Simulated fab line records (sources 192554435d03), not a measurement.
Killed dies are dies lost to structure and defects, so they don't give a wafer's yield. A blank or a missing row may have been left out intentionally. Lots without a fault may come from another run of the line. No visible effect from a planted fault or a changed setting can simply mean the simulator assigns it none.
fab line records    flow n5Finfet    part 1 of 2: steps 1 to 15 of 21
record: lots: 5  wafers: 15  lastDay: 18
route steps=1938 shown FIN_SAQP@124
lots that met no fault: taken from a fault-free run of the same line
startH: hours from the record's first day to the start of the lot's first wafer shown    waitH: hours elapsed since this lot's preceding step    " unchanged from the row above    L1.1+2: a single row standing in for several wafers    - no value, or no start given    * or withheld: withheld    < > ~ a bound
route shown NAME@n: names a module that has steps shown in the file, with the first one's number in the route    usual: mean/standard deviation taken from wafers without a fault    same: alike in all rows    chamber/n: place in a boat    sites: each site's reading    _std_site: standard deviation across them    _edge_site: the outer-site mean with the inner-site mean subtracted    radiusMm: how far each site lies from the wafer's centre    mask NAME#n: copy n    behind: the last tool/chamber to shape the wafer    hold: why the lot was held/for how many hours/how that ended    device: which transistor (n, p or np) failed to switch    end of line: tests of these same wafers at the route's end    where a step has no rows: the recipe by itself    killed: at the first sort, the dies lost to defects and structure; wafer yield is something else    map: per-die view of a wafer (x killed, . not killed, _ where there is no die)
set.NAME: the setting that was run; set.NAME@STEP: the one run at that earlier step    model.NAME: the simulator's own value behind a step, which no gauge read
lots at selected steps of the route; one table per step, one row per wafer
services: a tool's chamber out of use, with start hour (startH, from the record's first day; less than 0 if before it), hours out, and reason
== steps ==
step: N5_FIN_SAQP_RECESS_75
recipe: chemistry: HF/NH3  target: SiO2  targetDepthA: 144  afsCycles: 3  tempC: 30  sublimationTempC: 180  sublimationTimeS: 60
usual: drypumpMotorCurrentA: 6.1/0.61
lot.wafer  tool          chamber  startH  waitH  drypumpMotorCurrentA
L075.1     vaporEtch-02  0        31.18   0.0    6.4
L075.4     "             1        "       "      4.9
L075.5     "             0        "       "      6.4
L077.1     vaporEtch-01  1        43.60   0.0    6.4
L077.4     "             1        "       "      6.4
L077.6     "             0        "       "      6.4
L078.1     vaporEtch-01  1        48.27   0.0    6.4
L078.3     "             1        "       "      6.4
L078.4     "             0        "       "      6.4
L080.1     vaporEtch-02  1        59.30   0.0    4.9
L080.2     "             0        "       "      6.4
L080.5     "             1        "       "      4.9
L097.1     vaporEtch-01  0        161.32  0.0    6.4
L097.2     "             1        "       "      6.5
L097.6     "             1        "       "      6.5
step: N5_FIN_SAQP_SPACER1_ALD_24
recipe: material: SiO2  targetThkA: 203  tempC: 300  aldPrecursorFamily: BDEAS  aldCoReactant: O2-plasma  pulseTimeS: 1  purgeTimeS: 2  coReactantPurgeTimeS: 2  aldCycles: 218  pressureTorr: 2
usual: heaterPowerOuterW: 259/25  heaterPowerW: 458/33  precursorPulseHeightRel: 1.003/0.02
lot.wafer  tool       chamber  startH  waitH  heaterPowerOuterW  heaterPowerW  precursorPulseHeightRel  sinceWetCleanH
L075.1     aldSin-04  2        31.57   0.3    249                429           1.031                    129
L075.4     "          0        "       "      226                427           0.986                    129
L075.5     "          2        "       "      252                419           1.003                    -
L077.1     aldSin-02  3        44.52   0.8    230                454           1.012                    234
L077.4     "          1        "       "      283                438           1.009                    234
L077.6     "          0        "       "      277                463           0.999                    -
L078.1     aldSin-02  2        48.66   0.3    231                433           1.006                    238
L078.3     "          1        "       "      286                440           1.022                    238
L078.4     "          1        "       "      277                439           0.974                    -
L080.1     aldSin-04  0        59.68   0.3    218                428           1.015                    158
L080.2     "          2        "       "      247                412           0.983                    158
L080.5     "          1        "       "      260                473           1.010                    -
L097.1     aldSin-03  3        161.70  0.3    266                459           1.006                    154
L097.2     "          1        "       "      242                412           0.966                    154
L097.6     "          3        "       "      270                471           0.969                    -
step: N5_FIN_SAQP_SPACER1_ETCHBACK_25
recipe: chemistry: CHF3/O2  mode: anisotropicEtchback  target: SiO2  targetDepthA: 244  timeS: 12.2  pressureMtorr: 30  sourceW: 650  biasW: 170  Ar_flow_sccm: 200  CHF3_flow_sccm: 50  O2_flow_sccm: 5  ionEnergyEv: 200
usual: drypumpMotorCurrentA: 6.0/0.57  oesProductAu: 0.77/0.077  rfVppV: 521/4.8  showerheadPlenumPTorr: 2.40/0.094  throttleValvePct: 18.98/0.15
lot.wafer  tool        chamber  startH  waitH  drypumpMotorCurrentA  oesProductAu  rfHoursCounterH  rfVppV  showerheadPlenumPTorr  throttleValvePct
L075.1     rieDiel-01  2        32.41   0.5    6.8                   0.80          101              519     2.44                   18.88
L075.4     "           2        "       "      6.8                   0.80          -                520     2.44                   18.89
L075.5     "           0        "       "      5.2                   0.69          -                515     2.38                   19.09
L077.1     rieDiel-05  3        45.24   0.4    5.9                   0.71          214              521     2.29                   19.23
L077.4     "           0        "       "      6.6                   0.87          46               528     2.56                   18.75
L077.6     "           1        "       "      6.8                   0.73          -                514     2.32                   18.91
L078.1     rieDiel-05  0        49.45   0.4    6.6                   0.88          49               529     2.56                   18.76
L078.3     "           1        "       "      6.7                   0.73          155              515     2.32                   18.92
L078.4     "           3        "       "      5.9                   0.72          -                520     2.29                   19.21
L080.1     rieDiel-02  2        60.48   0.5    5.1                   0.71          226              519     2.38                   19.01
L080.2     "           1        "       "      5.5                   0.78          133              526     2.32                   18.85
L080.5     "           3        "       "      5.7                   0.77          -                524     2.52                   18.96
L097.1     rieDiel-01  0        162.45  0.4    5.2                   0.95          7                516     2.37                   18.72
L097.2     "           3        "       "      5.4                   0.76          133              523     2.42                   19.16
L097.6     "           2        "       "      6.8                   0.75          -                519     2.42                   18.96
step: N5_FIN_SAQP_MANDREL1_REMOVE_56
recipe: chemistry: HBr/Cl2/O2  btTimeS: 10  target: a-Si  stopOn: SiNx  endpoint: OES-SiCl  overEtchFrac: 1  icpW: 600  biasW: 22  HBr_flow_sccm: 150  Cl2_flow_sccm: 80  O2_flow_sccm: 5  pressureMtorr: 10
usual: drypumpMotorCurrentA: 5.7/0.6  oesProductAu: 0.998/0.019  throttleValvePct: 36.69/0.13
lot.wafer  tool      chamber  startH  waitH  drypumpMotorCurrentA  oesProductAu  rfHoursCounterH  throttleValvePct
L075.1     rieSi-04  2        32.50   0.1    5.3                   0.999         89               36.76
L075.4     "         1        "       "      5.8                   1.016         121              36.72
L075.5     "         3        "       "      6.8                   0.975         -                36.64
L077.1     rieSi-01  2        45.33   0.1    5.0                   0.990         32               36.60
L077.4     "         0        "       "      4.6                   1.008         129              36.93
L077.6     "         3        "       "      5.8                   0.968         -                36.56
L078.1     rieSi-06  1        49.53   0.1    5.6                   0.995         123              36.83
L078.3     "         0        "       "      6.0                   0.991         61               36.70
L078.4     "         3        "       "      6.0                   1.011         58               36.40
L080.1     rieSi-06  3        60.57   0.1    6.0                   1.012         58               36.41
L080.2     "         2        "       "      6.1                   1.021         103              36.63
L080.5     "         2        "       "      6.1                   1.017         -                36.63
L097.1     rieSi-04  2        162.54  0.1    5.3                   0.999         92               36.76
L097.2     "         0        "       "      6.3                   1.006         20               36.77
L097.6     "         0        "       "      6.3                   1.000         -                36.78
step: N5_FIN_SAQP_CD_MEAS_27
recipe: targetCdNm: 20  landingEnergyEv: 1000  detector: seInlens  polarity: line
usual: cdNm: 20.29/0.24
lot.wafer  tool      chamber  startH  waitH  cdNm
L075.1     cdSem-01  0        32.61   0.1    20.66
L075.4     "         0        "       "      20.49
L075.5     "         0        "       "      20.26
L077.1     cdSem-03  0        45.44   0.1    19.79
L077.4     "         0        "       "      20.55
L077.6     "         0        "       "      20.14
L078.1     cdSem-01  0        49.64   0.1    20.77
L078.3     "         0        "       "      20.76
L078.4     "         0        "       "      20.26
L080.1     cdSem-01  0        60.68   0.1    19.97
L080.2     "         0        "       "      20.26
L080.5     "         0        "       "      20.00
L097.1     cdSem-03  0        162.65  0.1    20.41
L097.2     "         0        "       "      20.29
L097.6     "         0        "       "      20.07
step: N5_FIN_SAQP_ETCH_57
recipe: chemistry: CH3F/O2  target: SiNx  maskMaterial: SiO2  targetDepthA: 325  timeS: 46.4  pressureMtorr: 30  sourceW: 395  biasW: 73  Ar_flow_sccm: 150  CH3F_flow_sccm: 30  O2_flow_sccm: 20  ionEnergyEv: 120  ends: cleared
usual: drypumpMotorCurrentA: 5.9/0.57  etchRfOnTimeS: 46.6/0.78  oesProductAu: 0.66/0.071  rfVppV: 295.9/3  showerheadPlenumPTorr: 1.99/0.081  throttleValvePct: 16.44/0.17
lot.wafer  tool        chamber  startH  waitH  drypumpMotorCurrentA  etchRfOnTimeS  oesProductAu  rfHoursCounterH  rfVppV  showerheadPlenumPTorr  throttleValvePct
L075.1     rieDiel-05  0        33.02   0.4    6.6                   45.8           0.76          40               300.0   2.13                   16.14
L075.4     "           2        "       "      5.7                   47.1           0.58          243              299.9   2.06                   16.91
L075.5     "           1        "       "      6.7                   46.2           0.64          -                293.6   1.92                   16.35
L077.1     rieDiel-05  0        45.57   0.1    6.6                   45.9           0.74          46               300.5   2.13                   16.15
L077.4     "           1        "       "      6.8                   47.3           0.62          153              291.8   1.92                   16.35
L077.6     "           1        "       "      6.8                   47.6           0.62          -                292.2   1.92                   16.36
L078.1     rieDiel-01  2        49.86   0.2    6.8                   47.3           0.67          110              293.3   2.02                   16.34
L078.3     "           0        "       "      5.2                   47.9           0.59          226              294.0   1.97                   16.56
L078.4     "           3        "       "      5.4                   47.7           0.68          91               297.4   2.02                   16.53
L080.1     rieDiel-05  1        60.73   0.0    6.8                   46.0           0.62          158              292.5   1.92                   16.36
L080.2     "           3        "       "      5.9                   45.8           0.61          220              295.7   1.89                   16.68
L080.5     "           3        "       "      5.9                   46.5           0.61          -                295.9   1.89                   16.69
L097.1     rieDiel-01  2        162.78  0.1    6.8                   45.4           0.65          152              293.7   2.01                   16.42
L097.2     "           3        "       "      5.4                   45.9           0.66          133              297.6   2.01                   16.63
L097.6     "           3        "       "      5.4                   46.9           0.65          -                298.1   2.01                   16.64
step: N5_FIN_SAQP_ETCH_65
recipe: chemistry: CF4  target: SiO2  targetDepthA: 40  ionEnergyEv: 350  timeS: 4.4  pressureMtorr: 10  icpW: 800  biasW: 400  cf4FlowSccm: 80
usual: cf4FlowSccm: 80.00/0.23  drypumpMotorCurrentA: 5.7/0.58  oesProductAu: 0.995/0.018  throttleValvePct: 21.79/0.15
lot.wafer  tool      chamber  startH  waitH  cf4FlowSccm  drypumpMotorCurrentA  oesProductAu  rfHoursCounterH  throttleValvePct
L075.1     rieSi-01  3        33.13   0.1    79.97        5.7                   0.973         114              21.72
L075.4     "         2        "       "      79.65        5.0                   0.981         32               21.70
L075.5     "         1        "       "      80.12        5.6                   1.036         -                21.92
L077.1     rieSi-04  0        45.68   0.1    80.33        6.3                   0.998         18               21.78
L077.4     "         1        "       "      80.07        5.7                   1.009         121              21.96
L077.6     "         2        "       "      80.05        5.3                   0.999         -                21.74
L078.1     rieSi-01  3        49.97   0.1    80.16        5.7                   0.965         114              21.70
L078.3     "         1        "       "      80.07        5.6                   1.026         195              21.92
L078.4     "         0        "       "      79.83        4.6                   1.013         129              21.98
L080.1     rieSi-04  2        60.84   0.1    80.26        5.3                   1.008         90               21.77
L080.2     "         3        "       "      79.99        6.8                   0.979         121              21.65
L080.5     "         2        "       "      80.31        5.3                   0.986         -                21.76
L097.1     rieSi-01  0        162.89  0.1    79.82        4.6                   1.010         131              21.99
L097.2     "         3        "       "      80.20        5.8                   0.966         116              21.70
L097.6     "         1        "       "      80.09        5.6                   0.994         -                21.95
step: N5_FIN_SAQP_MANDREL_ETCH_58
recipe: chemistry: HBr/Cl2  target: a-Si  targetDepthA: 450  btTimeS: 10  stopOn: SiNx  maskMaterial: SiO2  overEtchFrac: 0.8  timeS: 27  pressureMtorr: 10  icpW: 800  biasW: 75  HBr_flow_sccm: 150  Cl2_flow_sccm: 80  ends: endPoint
usual: drypumpMotorCurrentA: 5.7/0.58  oesProductAu: 0.696/0.015  throttleValvePct: 35.56/0.13
lot.wafer  tool      chamber  startH  waitH  drypumpMotorCurrentA  oesProductAu  rfHoursCounterH  throttleValvePct
L075.1     rieSi-01  3        33.16   0.0    5.7                   0.668         114              35.44
L075.4     "         2        "       "      5.0                   0.695         32               35.47
L075.5     "         1        "       "      5.6                   0.722         -                35.46
L077.1     rieSi-04  0        45.71   0.0    6.3                   0.689         18               35.66
L077.4     "         1        "       "      5.7                   0.706         121              35.58
L077.6     "         2        "       "      5.4                   0.700         -                35.61
L078.1     rieSi-01  3        50.00   0.0    5.8                   0.669         114              35.46
L078.3     "         1        "       "      5.6                   0.720         195              35.45
L078.4     "         0        "       "      4.7                   0.711         129              35.79
L080.1     rieSi-04  2        60.87   0.0    5.3                   0.699         90               35.61
L080.2     "         3        "       "      6.8                   0.690         121              35.49
L080.5     "         2        "       "      5.3                   0.710         -                35.60
L097.1     rieSi-01  0        162.92  0.0    4.7                   0.708         131              35.79
L097.2     "         3        "       "      5.8                   0.667         116              35.44
L097.6     "         1        "       "      5.6                   0.702         -                35.66
step: N5_FIN_SAQP_RECESS_63
recipe: chemistry: HF/NH3  target: SiO2  targetDepthA: 180  afsCycles: 3  tempC: 30  sublimationTempC: 180  sublimationTimeS: 60
usual: drypumpMotorCurrentA: 6.1/0.6
lot.wafer  tool          chamber  startH  waitH  drypumpMotorCurrentA
L075.1     vaporEtch-01  0        33.24   0.1    6.4
L075.4     "             0        "       "      6.4
L075.5     "             1        "       "      6.4
L077.1     vaporEtch-01  1        45.79   0.1    6.4
L077.4     "             0        "       "      6.4
L077.6     "             1        "       "      6.4
L078.1     vaporEtch-02  0        50.08   0.1    6.4
L078.3     "             1        "       "      4.9
L078.4     "             0        "       "      6.3
L080.1     vaporEtch-02  1        60.95   0.1    4.9
L080.2     "             0        "       "      6.4
L080.5     "             0        "       "      6.4
L097.1     vaporEtch-01  1        163.01  0.1    6.5
L097.2     "             0        "       "      6.3
L097.6     "             1        "       "      6.5
step: N5_FIN_SAQP_COAT_68
recipe: resist: SOC  tempC: 250  timeS: 60  spinRpm: 1500  resistThkNm: 100
usual: exhaustPa: 45.0/1
lot.wafer  tool           chamber  startH  waitH  exhaustPa
L075.1     lithoTrack-04  0        33.62   0.3    45.6
L075.4     "              0        "       "      43.7
L075.5     "              0        "       "      45.1
L077.1     lithoTrack-02  0        46.18   0.3    45.4
L077.4     "              0        "       "      45.1
L077.6     "              0        "       "      45.8
L078.1     lithoTrack-02  0        50.47   0.3    43.1
L078.3     "              0        "       "      43.6
L078.4     "              0        "       "      45.3
L080.1     lithoTrack-04  0        61.34   0.3    45.3
L080.2     "              0        "       "      45.5
L080.5     "              0        "       "      44.8
L097.1     lithoTrack-04  0        163.40  0.3    44.7
L097.2     "              0        "       "      45.0
L097.6     "              0        "       "      45.0
step: N5_FIN_SAQP_ETCH_69
recipe: chemistry: N2/H2  target: SOC  targetDepthA: 1500  stopOn: SiNx  ionEnergyEv: 100  biasW: 61  pressureMtorr: 30  sourceW: 850  n2FlowSccm: 200  h2FlowSccm: 200
usual: drypumpMotorCurrentA: 6.0/0.55  oesProductAu: 0.78/0.091  rfVppV: 240.6/1.6  showerheadPlenumPTorr: 2.54/0.1  throttleValvePct: 17.90/0.18
lot.wafer  tool        chamber  startH  waitH  drypumpMotorCurrentA  oesProductAu  rfHoursCounterH  rfVppV  showerheadPlenumPTorr  throttleValvePct
L075.1     rieDiel-05  1        34.03   -      6.8                   0.73          147              241.1   2.44                   17.84
L075.4     "           0        "       "      6.6                   0.88          40               243.8   2.70                   17.62
L075.5     "           0        "       "      6.6                   0.88          -                243.2   2.70                   17.62
L077.1     rieDiel-01  3        46.44   -      5.4                   0.79          89               239.3   2.58                   18.11
L077.4     "           2        "       "      6.8                   0.79          109              239.6   2.56                   17.73
L077.6     "           2        "       "      6.8                   0.78          -                241.6   2.56                   17.72
L078.1     rieDiel-02  3        50.57   -      5.7                   0.76          128              242.1   2.66                   17.85
L078.3     "           1        "       "      5.5                   0.77          130              239.0   2.45                   17.77
L078.4     "           2        "       "      5.1                   0.71          222              239.9   2.51                   17.99
L080.1     rieDiel-02  2        61.40   -      5.1                   0.70          226              240.3   2.51                   17.98
L080.2     "           0        "       "      6.0                   0.70          210              238.7   2.41                   17.78
L080.5     "           1        "       "      5.5                   0.76          -                239.0   2.45                   17.78
L097.1     rieDiel-05  2        163.52  -      5.7                   0.88          29               241.3   2.59                   17.99
L097.2     "           3        "       "      6.0                   0.98          3                243.2   2.71                   17.81
L097.6     "           3        "       "      5.9                   0.98          -                242.9   2.71                   17.81
step: N5_FIN_SAQP_ETCH_67
recipe: chemistry: CH3F/O2  target: SiNx  targetDepthA: 300  maskMaterial: SOC  pressureMtorr: 30  sourceW: 395  biasW: 73  Ar_flow_sccm: 150  CH3F_flow_sccm: 30  O2_flow_sccm: 20  ionEnergyEv: 120
usual: drypumpMotorCurrentA: 6.0/0.54  oesProductAu: 0.78/0.093  rfVppV: 296/3  showerheadPlenumPTorr: 2.00/0.081  throttleValvePct: 16.45/0.16
lot.wafer  tool        chamber  startH  waitH  drypumpMotorCurrentA  oesProductAu  rfHoursCounterH  rfVppV  showerheadPlenumPTorr  throttleValvePct
L075.1     rieDiel-05  1        34.09   0.0    6.7                   0.74          147              293     1.92                   16.36
L075.4     "           0        "       "      6.5                   0.88          40               299     2.13                   16.16
L075.5     "           0        "       "      6.5                   0.88          -                300     2.13                   16.18
L077.1     rieDiel-01  3        46.50   0.0    5.4                   0.80          89               297     2.02                   16.53
L077.4     "           2        "       "      6.8                   0.80          109              295     2.02                   16.35
L077.6     "           2        "       "      6.8                   0.80          -                295     2.02                   16.35
L078.1     rieDiel-02  3        50.63   0.0    5.7                   0.77          128              299     2.09                   16.41
L078.3     "           1        "       "      5.5                   0.77          130              298     1.93                   16.34
L078.4     "           2        "       "      5.1                   0.71          222              295     1.98                   16.49
L080.1     rieDiel-02  2        61.46   0.0    5.1                   0.70          226              293     1.98                   16.51
L080.2     "           0        "       "      6.0                   0.71          211              292     1.90                   16.38
L080.5     "           1        "       "      5.5                   0.77          -                297     1.92                   16.35
L097.1     rieDiel-05  2        163.58  0.0    5.7                   0.88          29               297     2.04                   16.51
L097.2     "           3        "       "      5.9                   0.99          3                302     2.13                   16.30
L097.6     "           3        "       "      5.9                   0.99          -                301     2.13                   16.29
step: N5_FIN_SAQP_STRIP_70
recipe: chemistry: N2/H2  powerW: 500  tempC: 40  pressureMtorr: 50  rfFrequencyHz: 6e+07  overashFraction: 0.3  biasPowerW: 28  h2Frac: 0.5  n2FlowSccm: 300  h2FlowSccm: 300
usual: drypumpMotorCurrentA: 6.0/0.54  oesProductAu: 0.79/0.092  rfVppV: 121.8/1.1  showerheadPlenumPTorr: 3.35/0.13  throttleValvePct: 19.00/0.25
lot.wafer  tool        chamber  startH  waitH  drypumpMotorCurrentA  oesProductAu  rfHoursCounterH  rfVppV  showerheadPlenumPTorr  throttleValvePct
L075.1     rieDiel-05  1        34.13   0.0    6.8                   0.75          147              120.6   3.23                   19.03
L075.4     "           0        "       "      6.6                   0.89          40               123.2   3.56                   18.71
L075.5     "           0        "       "      6.6                   0.90          -                122.5   3.56                   18.73
L077.1     rieDiel-01  3        46.54   0.0    5.4                   0.80          89               122.1   3.40                   19.29
L077.4     "           2        "       "      6.8                   0.80          109              121.7   3.38                   18.67
L077.6     "           2        "       "      6.8                   0.80          -                121.0   3.38                   18.68
L078.1     rieDiel-02  3        50.67   0.0    5.7                   0.78          128              123.8   3.51                   18.86
L078.3     "           1        "       "      5.5                   0.77          130              121.0   3.24                   18.81
L078.4     "           2        "       "      5.1                   0.71          222              123.8   3.32                   19.10
L080.1     rieDiel-02  2        61.50   0.0    5.1                   0.71          226              121.8   3.32                   19.09
L080.2     "           0        "       "      6.0                   0.71          211              121.1   3.20                   18.69
L080.5     "           1        "       "      5.5                   0.79          -                120.7   3.24                   18.82
L097.1     rieDiel-05  2        163.62  0.0    5.7                   0.90          29               121.0   3.42                   19.25
L097.2     "           3        "       "      5.9                   0.98          3                124.3   3.57                   19.03
L097.6     "           3        "       "      6.0                   0.99          -                123.2   3.57                   19.03
step: N5_FIN_SAQP_RECESS_71
recipe: chemistry: HF/NH3  target: SiO2  targetDepthA: 30  afsCycles: 1  tempC: 30  sublimationTempC: 180  sublimationTimeS: 60
usual: drypumpMotorCurrentA: 6.0/0.62
lot.wafer  tool          chamber  startH  waitH  drypumpMotorCurrentA
L075.1     vaporEtch-02  1        34.19   0.0    4.9
L075.4     "             1        "       "      4.9
L075.5     "             0        "       "      6.4
L077.1     vaporEtch-02  0        46.60   0.0    6.4
L077.4     "             0        "       "      6.4
L077.6     "             0        "       "      6.4
L078.1     vaporEtch-02  0        50.73   0.0    6.4
L078.3     "             1        "       "      4.9
L078.4     "             0        "       "      6.3
L080.1     vaporEtch-01  1        61.56   0.0    6.4
L080.2     "             0        "       "      6.4
L080.5     "             0        "       "      6.4
L097.1     vaporEtch-01  0        163.68  0.0    6.3
L097.2     "             1        "       "      6.4
L097.6     "             0        "       "      6.3
step: N5_FIN_SAQP_SPACER2_ALD_28
recipe: material: SiO2  targetThkA: 81  tempC: 300  aldPrecursorFamily: BDEAS  aldCoReactant: O2-plasma  pulseTimeS: 1  purgeTimeS: 2  coReactantPurgeTimeS: 2  pressureTorr: 2
usual: heaterPowerOuterW: 260/26  heaterPowerW: 457/33  precursorPulseHeightRel: 1.001/0.02
lot.wafer  tool       chamber  startH  waitH  heaterPowerOuterW  heaterPowerW  precursorPulseHeightRel  sinceWetCleanH
L075.1     aldSin-04  0        34.37   0.1    224                424           0.999                    132
L075.4     "          2        "       "      256                425           0.977                    132
L075.5     "          0        "       "      223                429           1.036                    -
L077.1     aldSin-02  2        46.75   0.1    231                442           0.998                    236
L077.4     "          1        "       "      282                428           0.970                    236
L077.6     "          0        "       "      281                465           0.966                    -
L078.1     aldSin-03  2        50.87   0.1    297                515           0.968                    43
L078.3     "          1        "       "      241                425           0.983                    43
L078.4     "          3        "       "      259                484           0.973                    -
L080.1     aldSin-02  1        61.71   0.1    289                438           1.013                    251
L080.2     "          0        "       "      271                465           0.985                    251
L080.5     "          1        "       "      287                437           0.990                    -
L097.1     aldSin-02  1        163.83  0.1    287                450           0.987                    353
L097.2     "          0        "       "      279                462           0.982                    353
L097.6     "          0        "       "      276                477           1.007                    -
